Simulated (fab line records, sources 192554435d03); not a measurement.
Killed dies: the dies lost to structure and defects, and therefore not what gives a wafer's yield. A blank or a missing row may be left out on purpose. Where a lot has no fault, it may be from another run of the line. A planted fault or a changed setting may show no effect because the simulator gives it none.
2 desks, one fault | flow n5 finfet | each desk holds nothing but its own numbers, with what lay behind them at the end

## AT THE TOOL OWNER'S DESK: rie si-01
The tool's own readings at N5_ZERO_LAYER_ETCH_18 (etches Si in HBr/Cl2, target depth 120 nm, time 40 s): means of the sampled wafers that have a number, for each lot that ran on this tool. A lot is out of limits, marked OUT, if its mean lies more than 4 standard deviations from the usual mean; the brackets give that distance.
Columns: A = drypump motor current A at N5_ZERO_LAYER_ETCH_18, usual 5.8 A; B = oes product au at N5_ZERO_LAYER_ETCH_18, usual 0.999 a.u.; C = rf fwd power W at N5_ZERO_LAYER_ETCH_18, usual 795.1 W; D = throttle valve pct at N5_ZERO_LAYER_ETCH_18, usual 36.40 %
lot  | first seen here | A   | B     | C               | D
L534 | day 2 06:56     | 5.6 | 0.980 | 796.0           | 36.09
L538 | day 3 06:47     | 5.6 | 0.991 | 794.4           | 36.33
L540 | day 3 18:56     | 5.5 | 0.996 | 797.8           | 36.46
L543 | day 4 12:47     | 5.6 | 0.986 | 860.7 (+23) OUT | 36.33
L546 | day 5 06:56     | 5.6 | 0.990 | 862.6 (+23) OUT | 36.34
This desk's verdict: out of limits on L543, L546, starting with L543 at day 4 12:47 (rf fwd power W at N5_ZERO_LAYER_ETCH_18). Within limits: L534, L538, L540.

## AT THE METROLOGY DESK
Means of the sampled wafers that have a number, per lot and without regard to the tool the lot ran on: this is what the gauges read. A lot is out of limits, marked OUT, if its mean lies more than 4 standard deviations from the usual mean; the brackets give that distance. Readings shown: 7 of its 11, picked as those furthest out on some lot.
Columns: A = cd nm at N5_PMOS_HMC_CHANNEL_EPI_CD_MEAS_09, usual 237.3 nm; B = DIBL_N at N5_BEOL_M4_RC_MEAS_101, usual 36.3 mV/V; C = IOFF_P at N5_BEOL_M4_RC_MEAS_101, usual 0.211 nA/um; D = ION_N at N5_BEOL_M4_RC_MEAS_101, usual 672 uA/um; E = SS_P at N5_BEOL_M4_RC_MEAS_101, usual 73.3 mV/dec; F = VT_N at N5_BEOL_M4_RC_MEAS_101, usual 249.9 mV; G = VT_P at N5_BEOL_M4_RC_MEAS_101, usual -249.8 mV
lot  | first seen here | A     | B    | C     | D   | E    | F     | G
L534 | day 2 11:35     | 237.6 | 35.6 | 0.220 | 672 | 72.5 | 252.1 | -248.3
L538 | day 3 11:25     | 237.3 | 36.8 | 0.208 | 679 | 73.5 | 248.7 | -249.0
L540 | day 3 23:48     | 234.8 | 35.6 | 0.162 | 667 | 72.9 | 253.3 | -255.2
L543 | day 4 17:46     | 238.0 | 35.6 | 0.197 | 666 | 73.2 | 249.0 | -250.9
L544 | day 4 23:21     | 237.5 | 36.3 | 0.231 | 659 | 73.3 | 253.6 | -248.9
L546 | day 5 11:32     | 237.2 | 35.4 | 0.214 | 671 | 73.1 | 248.9 | -247.9
L552 | day 6 23:02     | 236.2 | 34.7 | 0.236 | 669 | 73.0 | 249.5 | -246.8
L553 | day 7 05:55     | 237.3 | 36.0 | 0.205 | 674 | 73.2 | 249.1 | -249.5
L554 | day 7 11:36     | 238.2 | 37.7 | 0.238 | 674 | 73.4 | 248.5 | -247.5
Finding of this desk: none of the 9 lots has anything out of limits.

## TAKEN TOGETHER
On L543, L546, at day 4 12:47, an alarm was possible from the tool owner's desk.
The metrology desk saw nothing out of limits.
The metrology desk holds a record of L543, L546, inside its limits.
Every lot named ran N5_ZERO_LAYER_ETCH_18 on rie si-01.

## WHAT THE SIMULATOR HAD INSERTED
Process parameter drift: rie si-01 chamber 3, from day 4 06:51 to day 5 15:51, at N5_ZERO_LAYER_ETCH_18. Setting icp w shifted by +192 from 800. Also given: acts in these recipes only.
Shown lots that were struck: L543, L546.
Each desk's first reading out of limits, in hours after the fault started: the tool owner's desk, 6.
